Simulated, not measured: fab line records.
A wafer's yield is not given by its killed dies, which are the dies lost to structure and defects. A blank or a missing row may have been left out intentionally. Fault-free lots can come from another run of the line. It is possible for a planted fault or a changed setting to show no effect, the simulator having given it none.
Which tool was responsible? + flow nand-harc + 11 lots, 33 wafers sampled, at 5 steps of a route of 1302

WHAT EACH GAUGE READ, for each wafer
NHARC_END_SORT_01.
| lot  | measured     | on        | killed-at-array |
|------|--------------|-----------|-----------------|
| L325 | day 32 21:49 | prober-02 | 671 663 669     |
| L328 | day 33 03:31 | prober-01 | 673 672 672     |

WHICH TOOL RAN EACH LOT (tool, then ch and the chambers of the sampled wafers, then the start)
| lot  | NHARC_A_CONTACT_ETCH_76                       | NHARC_A_CONTACT_ETCH_127             | NHARC_A_CONTACT_ETCH_133             | NHARC_A_CONTACT_ETCH_91            |
|------|-----------------------------------------------|--------------------------------------|--------------------------------------|------------------------------------|
| L309 | rie-diel-01 ch 0,3, day 22 18:39 or earlier   | har-cap-etch-03 ch 1, day 22 18:39   | har-cap-etch-03 ch 1, day 22 19:44   | rie-diel-01 ch 0,2,3, day 22 20:29 |
| L312 | rie-diel-11 ch 0,1,2, day 24 06:50 or earlier | har-cap-etch-02 ch 0,1, day 24 06:50 | har-cap-etch-02 ch 0,1, day 24 07:53 | rie-diel-11 ch 0,2,3, day 24 08:40 |
| L314 | rie-diel-11 ch 0,2, day 24 16:48 or earlier   | har-cap-etch-02 ch 0,1, day 24 16:48 | har-cap-etch-02 ch 0,1, day 24 17:53 | rie-diel-11 ch 0,1,3, day 24 18:37 |
| L315 | rie-diel-11 ch 1,2,3, day 25 12:31 or earlier | har-cap-etch-03 ch 0,1, day 25 12:31 | har-cap-etch-03 ch 0,1, day 25 13:35 | rie-diel-11 ch 0,1,2, day 25 14:23 |
| L318 | rie-diel-11 ch 2,3, day 26 06:02 or earlier   | har-cap-etch-03 ch 0,1, day 26 06:02 | har-cap-etch-03 ch 0,1, day 26 07:05 | rie-diel-11 ch 0,2,3, day 26 07:54 |
| L317 | rie-diel-04 ch 2,3, day 26 11:53 or earlier   | har-cap-etch-02 ch 0,1, day 26 11:53 | har-cap-etch-02 ch 0,1, day 26 12:59 | rie-diel-04 ch 1,2,3, day 26 13:42 |
| L319 | rie-diel-04 ch 0,3, day 26 22:56 or earlier   | har-cap-etch-01 ch 0,1, day 26 22:56 | har-cap-etch-01 ch 0,1, day 26 23:59 | rie-diel-11 ch 0,1,3, day 27 00:49 |
| L320 | rie-diel-04 ch 1,2,3, day 27 13:38 or earlier | har-cap-etch-01 ch 0,1, day 27 13:38 | har-cap-etch-01 ch 0,1, day 27 14:41 | rie-diel-11 ch 0,2,3, day 27 15:28 |
| L322 | rie-diel-11 ch 0,1,2, day 28 07:17 or earlier | har-cap-etch-01 ch 0,1, day 28 07:17 | har-cap-etch-01 ch 0,1, day 28 08:20 | rie-diel-11 ch 0,3, day 28 09:09   |
| L325 | rie-diel-04 ch 0,2,3, day 30 04:22 or earlier | har-cap-etch-01 ch 0,1, day 30 04:22 | har-cap-etch-01 ch 0,1, day 30 05:25 | rie-diel-01 ch 0,2,3, day 30 06:13 |
| L328 | rie-diel-11 ch 1,3, day 30 17:20 or earlier   | har-cap-etch-03 ch 0,1, day 30 17:20 | har-cap-etch-03 ch 0,1, day 30 18:23 | rie-diel-01 ch 1,2,3, day 30 19:10 |
- NHARC_A_CONTACT_ETCH_76: etches the open film in N2/H2, target depth 260 nm, time 475.3 s.
- NHARC_A_CONTACT_ETCH_127: etches the open film in C4F8/O2/Ar, time 197 s, target depth 1918 nm.
- NHARC_A_CONTACT_ETCH_133: etches the open film in C4F8/O2/Ar, time 374 s, target depth 1610 nm.
- NHARC_A_CONTACT_ETCH_91: etches the open film in CH3F/O2, target depth 40 nm, time 85.7 s.

THE ANSWER, worked out from the rows above alone
Rule: the lots themselves supply what counts as usual. The widest of any qualifying gaps counts: lots, ordered by their means at a reading, are off when they make up no more than a third of the lots, leave a main group of 4 or more, and stand apart from it by 3 or more times the standard deviation of that group's means. If all means in a main group match to the digits the tables above print for the reading, that group is not used. A lot without any number at a reading at which 4 lots or more have one is off too. Where the step has rows for the other lots, those lots are counted as sound.
None of the lots is off at any reading shown; this tells nothing.

WHAT THE SIMULATOR HAD PUT IN
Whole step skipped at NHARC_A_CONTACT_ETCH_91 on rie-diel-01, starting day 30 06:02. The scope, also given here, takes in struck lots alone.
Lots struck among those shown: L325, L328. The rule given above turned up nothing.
